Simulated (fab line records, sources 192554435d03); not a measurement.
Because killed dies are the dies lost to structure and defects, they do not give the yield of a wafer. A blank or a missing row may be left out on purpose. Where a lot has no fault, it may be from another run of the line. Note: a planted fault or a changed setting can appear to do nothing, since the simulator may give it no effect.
fab line records | flow n5-finfet
[record] lots = 7 | wafers = 21 | last-day = 17
route steps=1938 shown BEOL_M1@821 BEOL_M4@1111 PASSIVATION@1936
lots untouched by any fault: they come from a run of this same line in which no faults occurred
start-h: hours from the record's opening day to when the first of the lot's shown wafers began | wait-h: how many hours have passed since the lot's step before this one | " identical to the entry in the row above | L1.1+2: a row that stands for several wafers | - no value present, or no start provided | * or withheld: withheld | < > ~ a bound
route shown NAME@n: names a module that has steps shown in the file, with the first one's number in the route | usual: mean/standard deviation taken from wafers without a fault | same: alike in all rows | chamber/n: place in a boat | sites: the reading at each site | _std_site: standard deviation of those values | _edge_site: mean of outer sites minus mean of inner sites | radius-mm: for every site, how far away it sits from the centre of the wafer | mask NAME#n: copy n | behind: the most recent tool/chamber to have shaped the wafer | hold: the reason the lot was held/the length of the hold in hours/how it ended | device: which transistor (n, p or np) failed to switch | end of line: the tests these same wafers got at the end of their route | a step given without rows: its recipe and nothing more | killed: dies that structure and defects cost at the first sort, which is not the same as the wafer's yield | map: a wafer's dies, x killed, . not, _ none there
set.NAME: setting as actually run; set.NAME@STEP: the setting as run at that earlier step | model.NAME: the simulator's own value behind a step, which no gauge read
lots seen at some steps along the route; tables by step, rows by wafer
services: from which hour (start-h, from the record's first day; less than 0 if before it) a tool's chamber was out of use, for how many hours, and why
[[steps]]
[step N5_BEOL_M1_ANNEAL_87]
[recipe] temp-c = 400 | time-s = 240 | ambient = vacuum
[usual] heater-power-w = 876/74
lot.wafer | tool           | chamber | start-h | wait-h | heater-power-w
L403.2    | pvd-sputter-01 | -       | 137.85  | 0.0    | 864
L403.4    | "              | -       | "       | "      | 820
L403.5    | "              | -       | "       | "      | 694
L410.3    | pvd-sputter-02 | -       | 173.69  | 0.0    | 933
L410.4    | "              | -       | "       | "      | 941
L410.5    | "              | -       | "       | "      | 922
L416.3    | pvd-sputter-02 | -       | 216.66  | 0.0    | 839
L416.4    | "              | -       | "       | "      | 953
L416.5    | "              | -       | "       | "      | 956
L414.2    | pvd-sputter-03 | -       | 216.79  | 0.0    | 825
L414.5    | "              | -       | "       | "      | 954
L414.6    | "              | -       | "       | "      | 824
L417.2    | pvd-sputter-02 | -       | 219.49  | 0.0    | 934
L417.4    | "              | -       | "       | "      | 937
L417.6    | "              | -       | "       | "      | 951
L422.2    | pvd-sputter-01 | -       | 251.76  | 0.0    | 831
L422.3    | "              | -       | "       | "      | 707
L422.4    | "              | -       | "       | "      | 838
L423.1    | pvd-sputter-02 | -       | 260.96  | 0.0    | 943
L423.4    | "              | -       | "       | "      | 862
L423.6    | "              | -       | "       | "      | 930
[step N5_BEOL_M1_SPUTTER_88]
[recipe] material = Cu | target-thk-a = 45 | temp-c = -20 | chamber-pressure-pa = 0.07 | power-w = withheld | time-s = 8.29
[step N5_BEOL_M1_ANNEAL_89]
[recipe] temp-c = 400 | time-s = 240 | ambient = vacuum
[usual] heater-power-w = 878/76
lot.wafer | tool           | chamber | start-h | wait-h | heater-power-w
L403.2    | pvd-sputter-01 | -       | 138.07  | 0.0    | 842
L403.4    | "              | -       | "       | "      | 828
L403.5    | "              | -       | "       | "      | 700
L410.3    | pvd-sputter-02 | -       | 173.91  | 0.0    | 916
L410.4    | "              | -       | "       | "      | 946
L410.5    | "              | -       | "       | "      | 924
L416.3    | pvd-sputter-02 | -       | 216.88  | 0.0    | 843
L416.4    | "              | -       | "       | "      | 928
L416.5    | "              | -       | "       | "      | 964
L414.2    | pvd-sputter-03 | -       | 217.01  | 0.0    | 846
L414.5    | "              | -       | "       | "      | 979
L414.6    | "              | -       | "       | "      | 824
L417.2    | pvd-sputter-02 | -       | 219.71  | 0.0    | 942
L417.4    | "              | -       | "       | "      | 960
L417.6    | "              | -       | "       | "      | 940
L422.2    | pvd-sputter-01 | -       | 251.98  | 0.0    | 849
L422.3    | "              | -       | "       | "      | 711
L422.4    | "              | -       | "       | "      | 845
L423.1    | pvd-sputter-02 | -       | 261.18  | 0.0    | 927
L423.4    | "              | -       | "       | "      | 840
L423.6    | "              | -       | "       | "      | 936
[step N5_BEOL_M1_SPUTTER_90]
[recipe] material = Cu | target-thk-a = 45 | temp-c = -20 | chamber-pressure-pa = 0.07 | power-w = withheld | time-s = 8.29
[usual] throttle-valve-pct = 30.1/1.5
lot.wafer | tool           | chamber | start-h | wait-h | throttle-valve-pct
L403.2    | pvd-sputter-01 | -       | 138.21  | 0.1    | 30.1
L403.4    | "              | -       | "       | "      | 30.5
L403.5    | "              | -       | "       | "      | 28.3
L410.3    | pvd-sputter-02 | -       | 174.05  | 0.1    | 27.8
L410.4    | "              | -       | "       | "      | 30.3
L410.5    | "              | -       | "       | "      | 31.4
L416.3    | pvd-sputter-02 | -       | 217.02  | 0.1    | 32.0
L416.4    | "              | -       | "       | "      | 27.5
L416.5    | "              | -       | "       | "      | 30.2
L414.2    | pvd-sputter-03 | -       | 217.15  | 0.1    | 31.7
L414.5    | "              | -       | "       | "      | 29.7
L414.6    | "              | -       | "       | "      | 31.4
L417.2    | pvd-sputter-02 | -       | 219.85  | 0.1    | 30.3
L417.4    | "              | -       | "       | "      | 27.7
L417.6    | "              | -       | "       | "      | 30.3
L422.2    | pvd-sputter-01 | -       | 252.12  | 0.1    | 30.9
L422.3    | "              | -       | "       | "      | 28.6
L422.4    | "              | -       | "       | "      | 29.9
L423.1    | pvd-sputter-02 | -       | 261.32  | 0.1    | 31.4
L423.4    | "              | -       | "       | "      | 31.9
L423.6    | "              | -       | "       | "      | 31.4
[step N5_BEOL_M1_ANNEAL_91]
[recipe] temp-c = 400 | time-s = 240 | ambient = vacuum
[step N5_BEOL_M1_SPUTTER_92]
[recipe] material = Cu | target-thk-a = 45 | temp-c = -20 | chamber-pressure-pa = 0.07 | power-w = withheld | time-s = 8.29
[step N5_BEOL_M1_ANNEAL_93]
[recipe] temp-c = 400 | time-s = 240 | ambient = vacuum
[step N5_BEOL_M1_SPUTTER_94]
[recipe] material = Cu | target-thk-a = 45 | temp-c = -20 | chamber-pressure-pa = 0.07 | power-w = withheld | time-s = 8.29
[usual] throttle-valve-pct = 30.1/1.5
lot.wafer | tool           | chamber | start-h | wait-h | throttle-valve-pct
L403.2    | pvd-sputter-01 | -       | 138.65  | 0.1    | 30.3
L403.4    | "              | -       | "       | "      | 31.0
L403.5    | "              | -       | "       | "      | 28.3
L410.3    | pvd-sputter-02 | -       | 174.49  | 0.1    | 27.7
L410.4    | "              | -       | "       | "      | 30.0
L410.5    | "              | -       | "       | "      | 31.3
L416.3    | pvd-sputter-02 | -       | 217.46  | 0.1    | 32.3
L416.4    | "              | -       | "       | "      | 27.9
L416.5    | "              | -       | "       | "      | 30.3
L414.2    | pvd-sputter-03 | -       | 217.59  | 0.1    | 31.5
L414.5    | "              | -       | "       | "      | 30.0
L414.6    | "              | -       | "       | "      | 31.6
L417.2    | pvd-sputter-02 | -       | 220.29  | 0.1    | 30.0
L417.4    | "              | -       | "       | "      | 27.4
L417.6    | "              | -       | "       | "      | 30.5
L422.2    | pvd-sputter-01 | -       | 252.56  | 0.1    | 31.1
L422.3    | "              | -       | "       | "      | 28.2
L422.4    | "              | -       | "       | "      | 30.1
L423.1    | pvd-sputter-02 | -       | 261.76  | 0.1    | 31.4
L423.4    | "              | -       | "       | "      | 32.0
L423.6    | "              | -       | "       | "      | 31.7
[step N5_BEOL_M1_ANNEAL_95]
[recipe] temp-c = 400 | time-s = 240 | ambient = vacuum
[usual] heater-power-w = 876/74
lot.wafer | tool           | chamber | start-h | wait-h | heater-power-w
L403.2    | pvd-sputter-01 | -       | 138.73  | 0.0    | 846
L403.4    | "              | -       | "       | "      | 838
L403.5    | "              | -       | "       | "      | 706
L410.3    | pvd-sputter-02 | -       | 174.57  | 0.0    | 921
L410.4    | "              | -       | "       | "      | 967
L410.5    | "              | -       | "       | "      | 935
L416.3    | pvd-sputter-02 | -       | 217.54  | 0.0    | 865
L416.4    | "              | -       | "       | "      | 932
L416.5    | "              | -       | "       | "      | 917
L414.2    | pvd-sputter-03 | -       | 217.67  | 0.0    | 821
L414.5    | "              | -       | "       | "      | 934
L414.6    | "              | -       | "       | "      | 822
L417.2    | pvd-sputter-02 | -       | 220.37  | 0.0    | 911
L417.4    | "              | -       | "       | "      | 967
L417.6    | "              | -       | "       | "      | 935
L422.2    | pvd-sputter-01 | -       | 252.64  | 0.0    | 830
L422.3    | "              | -       | "       | "      | 708
L422.4    | "              | -       | "       | "      | 835
L423.1    | pvd-sputter-02 | -       | 261.84  | 0.0    | 960
L423.4    | "              | -       | "       | "      | 844
L423.6    | "              | -       | "       | "      | 923
[step N5_BEOL_M1_SPUTTER_96]
[recipe] material = Cu | target-thk-a = 45 | temp-c = -20 | chamber-pressure-pa = 0.07 | power-w = withheld | time-s = 8.29
[step N5_BEOL_M1_ECD_50]
[recipe] material = Cu | target-thk-a = 3000
[step N5_BEOL_M1_ANNEAL_51]
[recipe] temp-c = 225 | time-s = 90 | ambient = N2
[step N5_BEOL_M1_CMP_52]
[recipe] stop-on = SiOC | t-overpolish-s = 6.8 | down-force-psi = 1 | platen-rpm = 50 | clearing-platen-down-force-psi = 1.5 | clearing-platen-rpm = 50 | post-cmp-clean = cu-alkaline | target-thk-nm = 40 | clearing-platen-pad-velocity-m-s = 0.99484 | pad-velocity-m-s = 0.99484
[usual] barrier-field-endpoint-s = 25.1/0.57 | edge-zone-pressure-frac = 1.000/0.0049 | head-pressure-psi = 0.9999/0.0021 | motor-current-A = 6.0/0.55 | overpolish-run-s = 6.800/0.0095 | time-to-endpoint-s = 63.6/2.8
lot.wafer | tool   | chamber | start-h | wait-h | barrier-field-endpoint-s | edge-zone-pressure-frac | head-pressure-psi | motor-current-A | overpolish-run-s | time-to-endpoint-s
L403.4    | cmp-03 | 1       | 139.36  | 0.1    | 25.3                     | 1.002                   | 0.9982            | 6.6             | 6.805            | 64.7
L403.2    | "      | 3       | "       | "      | 25.4                     | 0.989                   | 0.9997            | 6.5             | 6.795            | 63.2
L403.5    | "      | 2       | "       | "      | 24.9                     | 1.010                   | 1.0003            | 6.7             | 6.784            | 62.3
L410.4    | cmp-02 | 1       | 175.30  | 0.2    | 25.4                     | 0.993                   | 1.0019            | 6.4             | 6.820            | 65.6
L410.3    | "      | 2       | "       | "      | 24.6                     | 1.001                   | 1.0032            | 5.6             | 6.793            | 59.5
L410.5    | "      | 3       | "       | "      | 25.2                     | 1.013                   | 0.9984            | 6.2             | 6.783            | 62.2
L416.3    | cmp-03 | 3       | 218.21  | 0.2    | 25.7                     | 1.005                   | 0.9962            | 6.9             | 6.795            | 66.3
L416.4    | "      | 1       | "       | "      | 25.5                     | 0.999                   | 1.0019            | 6.2             | 6.799            | 65.7
L416.5    | "      | 2       | "       | "      | 28.2                     | 1.006                   | 0.9055            | 6.3             | 6.800            | 66.2
L414.2    | cmp-03 | 3       | 218.44  | 0.3    | 24.8                     | 0.999                   | 0.9990            | 6.9             | 6.800            | 61.5
L414.5    | "      | 2       | "       | "      | 27.7                     | 1.004                   | 0.9047            | 6.3             | 6.785            | 62.0
L414.6    | "      | 3       | "       | "      | 24.9                     | 1.000                   | 1.0001            | 6.6             | 6.785            | 60.9
L417.4    | cmp-03 | 2       | 221.25  | 0.1    | 28.0                     | 1.007                   | 0.9010            | 6.0             | 6.808            | 62.9
L417.2    | "      | 3       | "       | "      | 25.4                     | 0.995                   | 1.0006            | 6.9             | 6.793            | 64.4
L417.6    | "      | 2       | "       | "      | 28.5                     | 1.004                   | 0.9006            | 6.5             | 6.811            | 66.7
L422.2    | cmp-04 | 1       | 253.28  | 0.2    | 24.9                     | 0.997                   | 1.0001            | 6.1             | 6.800            | 64.7
L422.4    | "      | 2       | "       | "      | 24.9                     | 1.001                   | 0.9974            | 5.0             | 6.806            | 64.3
L422.3    | "      | 3       | "       | "      | 25.2                     | 0.997                   | 0.9960            | 6.2             | 6.809            | 66.0
L423.4    | cmp-04 | 3       | 262.87  | 0.1    | 26.2                     | 0.999                   | 0.9997            | 6.2             | 6.793            | 64.2
L423.1    | "      | 0       | "       | "      | 25.0                     | 1.000                   | 1.0014            | 5.2             | 6.799            | 64.1
L423.6    | "      | 3       | "       | "      | 25.9                     | 0.999                   | 1.0000            | 6.2             | 6.799            | 63.8
[step N5_BEOL_M4_RC_MEAS_101]
[usual] DIBL_N = 37.1/1.9 | DIBL_P = 37.2/2.3 | IOFF_N = 0.18/0.04 | IOFF_P = 0.23/0.044 | ION_N = 682/11 | ION_P = 468/8.6 | SS_N = 71.9/0.68 | SS_P = 73.5/0.74 | VT_N = 248/3.4 | VT_P = -248/3.4
lot.wafer | tool      | chamber | start-h | wait-h | DIBL_N[mV/V] | DIBL_P[mV/V] | IOFF_N[nA/um] | IOFF_P[nA/um] | ION_N[uA/um] | ION_P[uA/um] | SS_N[mV/dec] | SS_P[mV/dec] | VT_N[mV] | VT_P[mV]
L403.2    | prober-02 | 0       | 170.41  | 0.2    | 37.1         | 35.4         | 0.15          | 0.20          | 676          | 472          | 71.3         | 73.0         | 251      | -250
L403.4    | "         | 0       | "       | "      | 37.4         | 35.7         | 0.16          | 0.22          | 683          | 470          | 72.0         | 73.1         | 249      | -248
L403.5    | "         | 0       | "       | "      | 36.1         | 33.8         | 0.13          | 0.18          | 667          | 461          | 71.6         | 73.3         | 251      | -253
L410.3    | prober-01 | 0       | 212.99  | 0.3    | 35.9         | 36.9         | 0.17          | 0.24          | 690          | 474          | 71.9         | 73.0         | 249      | -249
L410.4    | "         | 0       | "       | "      | 37.2         | 37.1         | 0.19          | 0.23          | 679          | 466          | 72.2         | 73.2         | 244      | -249
L410.5    | "         | 0       | "       | "      | 37.3         | 37.5         | 0.20          | 0.25          | 693          | 482          | 71.7         | 73.8         | 244      | -244
L416.3    | prober-02 | 0       | 246.41  | 0.3    | 36.6         | 35.7         | 0.17          | 0.22          | 677          | 459          | 71.9         | 73.1         | 250      | -251
L416.4    | "         | 0       | "       | "      | 37.6         | 37.6         | 0.19          | 0.23          | 674          | 467          | 73.0         | 73.1         | 249      | -249
L416.5    | "         | 0       | "       | "      | 37.7         | 38.8         | 0.21          | 0.26          | 691          | 469          | 72.6         | 73.4         | 245      | -247
L414.2    | prober-01 | 0       | 247.84  | 0.2    | 36.0         | 36.5         | 0.17          | 0.25          | 687          | 478          | 71.8         | 73.2         | 248      | -246
L414.5    | "         | 0       | "       | "      | 38.7         | 40.7         | 0.23          | 0.32          | 708          | 485          | 72.5         | 73.7         | 242      | -240
L414.6    | "         | 0       | "       | "      | 36.4         | 36.1         | 0.17          | 0.24          | 675          | 467          | 71.8         | 73.1         | 249      | -245
L417.2    | prober-02 | 0       | 256.16  | 0.2    | 35.9         | 36.6         | 0.15          | 0.20          | 682          | 468          | 70.9         | 73.3         | 251      | -251
L417.4    | "         | 0       | "       | "      | 37.5         | 39.0         | 0.18          | 0.24          | 694          | 475          | 72.1         | 73.2         | 249      | -249
L417.6    | "         | 0       | "       | "      | 33.6         | 33.8         | 0.12          | 0.17          | 685          | 468          | 70.6         | 72.1         | 252      | -251
L422.2    | prober-01 | 0       | 293.13  | 0.2    | 35.8         | 37.2         | 0.17          | 0.22          | 677          | 463          | 71.2         | 73.3         | 246      | -248
L422.3    | "         | 0       | "       | "      | 41.6         | 43.4         | 0.33          | 0.37          | 704          | 475          | 73.3         | 75.0         | 240      | -243
L422.4    | "         | 0       | "       | "      | 41.4         | 43.6         | 0.31          | 0.36          | 691          | 471          | 73.4         | 75.4         | 241      | -243
L423.1    | prober-02 | 0       | 295.37  | 0.0    | 40.0         | 39.4         | 0.24          | 0.25          | 687          | 466          | 73.4         | 73.9         | 243      | -250
L423.4    | "         | 0       | "       | "      | 39.3         | 39.9         | 0.23          | 0.27          | 700          | 475          | 72.2         | 74.8         | 246      | -248
L423.6    | "         | 0       | "       | "      | 41.0         | 39.7         | 0.28          | 0.27          | 695          | 464          | 73.7         | 74.2         | 244      | -248
[step N5_PASSIVATION_PROBE_49]
[usual] defect-limited-yield = 91.5/1.4 | killed_at_M0_to_M3 = 32/9.7 | killed_at_M4_up = 14/5.3 | killed-at-contacts = 11/6 | killed-at-front-end = 39/14 | killed-at-other = 3.3/2.7 | killed-dies = 100/17 | killed-open = 66/13 | killed-short = 32/7.4 | sort_bin_4_leakage = 0.02/0.16 | sort_bin_5_function = 4.9/0.9 | sort_bin_6_memory = 3.2/0.72 | sort-n-pass = 1080/17 | sort-yield-pct = 91.5/1.4
[same] gross-dies = 1180 | killed-at-back-side = 0 | sort_bin_8_speed[%] = 0
lot.wafer | tool      | chamber | start-h | wait-h | defect-limited-yield[%] | killed_at_M0_to_M3 | killed_at_M4_up | killed-at-contacts | killed-at-front-end | killed-at-other | killed-dies | killed-open | killed-short | sort_bin_4_leakage[%] | sort_bin_5_function[%] | sort_bin_6_memory[%] | sort-n-pass | sort-yield-pct[%]
L403.2    | prober-02 | -       | 277.77  | 0.1    | 92.9                    | 29                 | 14              | 14                 | 26                  | 1               | 84          | 54          | 30           | 0                     | 4.7                    | 2.1                  | 1096        | 92.9
L403.4    | prober-02 | -       | 277.87  | 0.2    | 90.0                    | 69                 | 14              | 7                  | 28                  | 0               | 118         | 79          | 35           | 0                     | 5.8                    | 3.5                  | 1062        | 90.0
L403.5    | prober-02 | -       | 277.92  | 0.2    | 90.7                    | 36                 | 15              | 11                 | 47                  | 1               | 110         | 67          | 42           | 0                     | 5.7                    | 3.4                  | 1070        | 90.7
L410.3    | prober-02 | -       | 311.43  | 0.1    | 91.1                    | 26                 | 17              | 11                 | 50                  | 1               | 105         | 64          | 35           | 0                     | 5.1                    | 3.2                  | 1075        | 91.1
L410.5    | prober-02 | -       | 311.53  | 0.2    | 91.1                    | 21                 | 11              | 12                 | 61                  | 0               | 105         | 73          | 31           | 0                     | 4.9                    | 3.7                  | 1075        | 91.1
L416.3    | prober-01 | -       | 342.84  | 0.1    | 92.2                    | 22                 | 12              | 15                 | 40                  | 3               | 92          | 46          | 46           | 0                     | 4.5                    | 2.9                  | 1088        | 92.2
L416.4    | prober-01 | -       | 342.89  | 0.2    | 92.3                    | 20                 | 13              | 22                 | 31                  | 5               | 91          | 64          | 27           | 0                     | 4.7                    | 2.5                  | 1089        | 92.3
L416.5    | prober-01 | -       | 342.94  | 0.2    | 91.4                    | 28                 | 9               | 25                 | 35                  | 5               | 102         | 73          | 29           | 0                     | 5.3                    | 3.3                  | 1078        | 91.4
L414.2    | prober-02 | -       | 351.42  | 0.1    | 90.1                    | 40                 | 13              | 2                  | 47                  | 15              | 117         | 86          | 31           | 0                     | 6.9                    | 2.8                  | 1063        | 90.1
L414.5    | prober-02 | -       | 351.57  | 0.2    | 91.0                    | 32                 | 17              | 4                  | 47                  | 6               | 106         | 75          | 31           | 0                     | 5.8                    | 3.1                  | 1074        | 91.0
L414.6    | prober-02 | -       | 351.62  | 0.3    | 92.1                    | 51                 | 6               | 6                  | 28                  | 2               | 93          | 64          | 29           | 0                     | 4.8                    | 3.0                  | 1087        | 92.1
L417.2    | prober-02 | -       | 355.61  | 0.1    | 91.7                    | 32                 | 10              | 20                 | 36                  | 0               | 98          | 66          | 31           | 0                     | 5.1                    | 3.1                  | 1082        | 91.7
L417.4    | prober-02 | -       | 355.71  | 0.2    | 91.3                    | 30                 | 8               | 13                 | 49                  | 3               | 103         | 64          | 39           | 0                     | 4.1                    | 4.4                  | 1077        | 91.3
L417.6    | prober-02 | -       | 355.81  | 0.3    | 92.3                    | 28                 | 9               | 15                 | 37                  | 2               | 91          | 68          | 21           | 0                     | 5.0                    | 2.4                  | 1089        | 92.3
L423.1    | prober-02 | -       | 392.28  | 0.0    | 89.1                    | 57                 | 10              | 11                 | 49                  | 2               | 129         | 85          | 38           | 0                     | 5.7                    | 4.8                  | 1051        | 89.1
L423.4    | prober-02 | -       | 392.43  | 0.2    | 87.7                    | 46                 | 18              | 9                  | 71                  | 1               | 145         | 86          | 58           | 0                     | 7.0                    | 5.0                  | 1035        | 87.7
L423.6    | prober-02 | -       | 392.53  | 0.3    | 88.1                    | 51                 | 12              | 3                  | 71                  | 3               | 140         | 84          | 52           | 0                     | 6.0                    | 5.2                  | 1040        | 88.1
// killed by level:class
L403.2 FIN_SAQP:geometric-particle:open=10 MOL_CONTACT_COAG:geometric-particle:open=9 DUMMY_GATE:geometric-particle:open=7 BEOL_M1:geometric-particle:open=7 BEOL_M0_SAQP:geometric-particle:open=6 BEOL_M5:geometric-particle:short=6 MOL_CONTACT_COAG:geometric-particle:short=5 BEOL_M0_SAQP:geometric-particle:short=5
L403.4 BEOL_M2:geometric-particle:open=20 BEOL_M0_SAQP:geometric-particle:short=12 BEOL_M0_SAQP:geometric-particle:open=11 BEOL_M1:geometric-particle:open=7 BEOL_M3:geometric-particle:open=7 DUMMY_GATE:geometric-particle:open=6 MOL_CONTACT_COAG:geometric-particle:open=6 BEOL_M2:geometric-particle:short=5
L403.5 FIN_SAQP:geometric-particle:open=17 FIN_SAQP:geometric-particle:short=10 BEOL_M0_SAQP:geometric-particle:short=10 BEOL_M2:geometric-particle:open=9 MOL_CONTACT_COAG:geometric-particle:open=8 BEOL_M0_SAQP:geometric-particle:open=8 DUMMY_GATE:geometric-particle:open=6 STI_FIN_REVEAL:geometric-particle:open=5
L410.3 MOL_CONTACT_COAG:geometric-particle:open=8 STI_FIN_REVEAL:geometric-particle:open=7 FIN_SAQP:geometric-particle:short=6 FIN_SAQP:geometric-particle:open=6 DUMMY_GATE:geometric-particle:open=6 GATE_CUT:geometric-particle:short=6 BEOL_M0_SAQP:geometric-particle:short=6 BEOL_M4:geometric-particle:open=6
L410.5 FIN_SAQP:geometric-particle:open=19 FIN_SAQP:geometric-particle:short=13 STI_FIN_REVEAL:geometric-particle:open=13 MOL_CONTACT_COAG:geometric-particle:open=10 STARTING-WAFER:geometric-particle:open=4 DUMMY_GATE:geometric-particle:open=4 BEOL_M0_SAQP:geometric-particle:short=4 BEOL_M1:geometric-particle:open=4
L416.3 FIN_SAQP:geometric-particle:short=12 GATE_CUT:geometric-particle:short=11 MOL_CONTACT_COAG:geometric-particle:open=9 BEOL_M2:geometric-particle:open=6 MOL_CONTACT_COAG:geometric-particle:short=6 BEOL_M2:geometric-particle:short=4 BEOL_M3:geometric-particle:open=4 BEOL_M8:geometric-particle:open=4
L416.4 MOL_CONTACT_COAG:geometric-particle:open=19 STI_FIN_REVEAL:geometric-particle:open=5 DUMMY_GATE:geometric-particle:open=4 BEOL_M2:geometric-particle:open=4 BEOL_M3:geometric-particle:open=4 BEOL_M4:geometric-particle:open=4 PAD_METAL:geometric-particle:open=4 STARTING-WAFER:geometric-particle:open=4
L416.5 MOL_CONTACT_COAG:geometric-particle:open=21 BEOL_M2:geometric-particle:open=12 FIN_SAQP:geometric-particle:open=8 BEOL_M0_SAQP:geometric-particle:short=6 BEOL_M4:geometric-particle:open=4 FIN_SAQP:geometric-particle:short=4 MOL_CONTACT_COAG:geometric-particle:short=4 BEOL_M1:geometric-particle:open=4
L414.2 BEOL_M0_SAQP:geometric-particle:short=10 FIN_SAQP:geometric-particle:short=9 FIN_SAQP:geometric-particle:open=8 STI_FIN_REVEAL:geometric-particle:open=8 BEOL_M0_SAQP:geometric-particle:open=8 BEOL_M1:geometric-particle:open=8 BEOL_M3:geometric-particle:open=8 MIM_TOP_ETCH:geometric-particle:open=7
L414.5 DUMMY_GATE:geometric-particle:open=16 BEOL_M3:geometric-particle:open=14 FIN_SAQP:geometric-particle:short=6 STI_FIN_REVEAL:geometric-particle:open=6 BEOL_M0_SAQP:geometric-particle:short=6 BEOL_M4:geometric-particle:open=5 DUMMY_GATE:geometric-particle:short=4 MOL_CONTACT_COAG:geometric-particle:open=4
L414.6 BEOL_M0_SAQP:geometric-particle:open=10 BEOL_M3:geometric-particle:open=10 BEOL_M0_SAQP:geometric-particle:short=8 BEOL_M2:geometric-particle:open=7 BEOL_M1:geometric-particle:open=5 MOL_CONTACT_COAG:geometric-particle:open=5 FIN_SAQP:geometric-particle:open=4 STI_FIN_REVEAL:geometric-particle:open=4
L417.2 MOL_CONTACT_COAG:geometric-particle:open=16 BEOL_M0_SAQP:geometric-particle:open=10 STI_FIN_REVEAL:geometric-particle:open=9 BEOL_M2:geometric-particle:open=9 BEOL_M0_SAQP:geometric-particle:short=7 STARTING-WAFER:geometric-particle:short=6 BEOL_M4:geometric-particle:open=6 FIN_SAQP:geometric-particle:short=4
L417.4 STI_FIN_REVEAL:geometric-particle:open=23 BEOL_M0_SAQP:geometric-particle:open=11 BEOL_M0_SAQP:geometric-particle:short=11 STI_FIN_REVEAL:geometric-particle:short=9 MOL_CONTACT_COAG:geometric-particle:open=8 MOL_CONTACT_COAG:geometric-particle:short=5 BEOL_M3:geometric-particle:open=4 FIN_SAQP:geometric-particle:open=3
L417.6 STI_FIN_REVEAL:geometric-particle:open=14 MOL_CONTACT_COAG:geometric-particle:open=14 BEOL_M0_SAQP:geometric-particle:open=11 FIN_SAQP:geometric-particle:open=6 BEOL_M0_SAQP:geometric-particle:short=6 BEOL_M4:geometric-particle:open=6 FIN_SAQP:geometric-particle:short=4 BEOL_M2:geometric-particle:open=4
L423.1 FIN_SAQP:geometric-particle:open=20 BEOL_M0_SAQP:geometric-particle:open=17 BEOL_M0_SAQP:geometric-particle:short=16 BEOL_M3:geometric-particle:open=14 MOL_CONTACT_COAG:geometric-particle:open=8 FIN_SAQP:geometric-particle:short=6 STI_FIN_REVEAL:geometric-particle:open=4 STARTING-WAFER:geometric-particle:open=4
L423.4 FIN_SAQP:geometric-particle:open=27 FIN_SAQP:geometric-particle:short=16 BEOL_M0_SAQP:geometric-particle:short=14 BEOL_M0_SAQP:geometric-particle:open=12 GATE_CUT:geometric-particle:short=9 STI_FIN_REVEAL:geometric-particle:open=7 BEOL_M2:geometric-particle:open=7 MOL_CONTACT_COAG:geometric-particle:open=6
L423.6 FIN_SAQP:geometric-particle:open=18 BEOL_M0_SAQP:geometric-particle:short=17 BEOL_M0_SAQP:geometric-particle:open=13 FIN_SAQP:geometric-particle:short=11 STI_FIN_REVEAL:geometric-particle:open=11 BEOL_M1:geometric-particle:open=8 DUMMY_GATE:geometric-particle:open=5 ILD0:geometric-particle:open=5
[[services]]
tool           | chamber | start-h | hours | kind
pvd-sputter-03 | -       | 139.16  | 3.7   | repair
cmp-04         | -       | 158.74  | 3.8   | repair
cmp-02         | -       | 178.01  | 4.0   | pm
cmp-02         | -       | 182.01  | -     | consumable-replace:conditioner
cmp-02         | -       | 182.01  | -     | consumable-replace:pad
cmp-03         | -       | 184.14  | 4.0   | pm
cmp-03         | -       | 188.14  | -     | consumable-replace:conditioner
cmp-03         | -       | 188.14  | -     | consumable-replace:pad
cmp-02         | -       | 210.96  | 1.2   | repair
cmp-04         | -       | 219.35  | 4.8   | pm
cmp-04         | -       | 230.39  | 0.8   | repair
cmp-04         | -       | 244.50  | 5.0   | repair
cmp-02         | -       | 256.81  | 4.4   | pm
[[key]]
[first-sign] step = N5_BEOL_M1_CMP_52 | reading = head-pressure-psi | direction = down | sigmas = 47 | usual = 0.9999 | struck = 0.9029
[effect] step = N5_BEOL_M1_CMP_52 | reading = barrier-field-endpoint-s | direction = up | sigmas = 5.2 | usual = 25.1 | struck = 28.1
met-at N5_BEOL_M1_CMP_52
struck-wafers L414.5,L416.5,L417.4,L417.6
onset-between 139.36 218.21
[fault] kind = process-parameter-drift | tool = cmp-03 | chamber = 2 | onset-h = 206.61 | steps = N5_BEOL_M1_CMP_52 | channel = down-force-psi | offset = -0.098728 | shape = step | end-h = 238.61 | acts-in = these-recipes-only | stated = 1
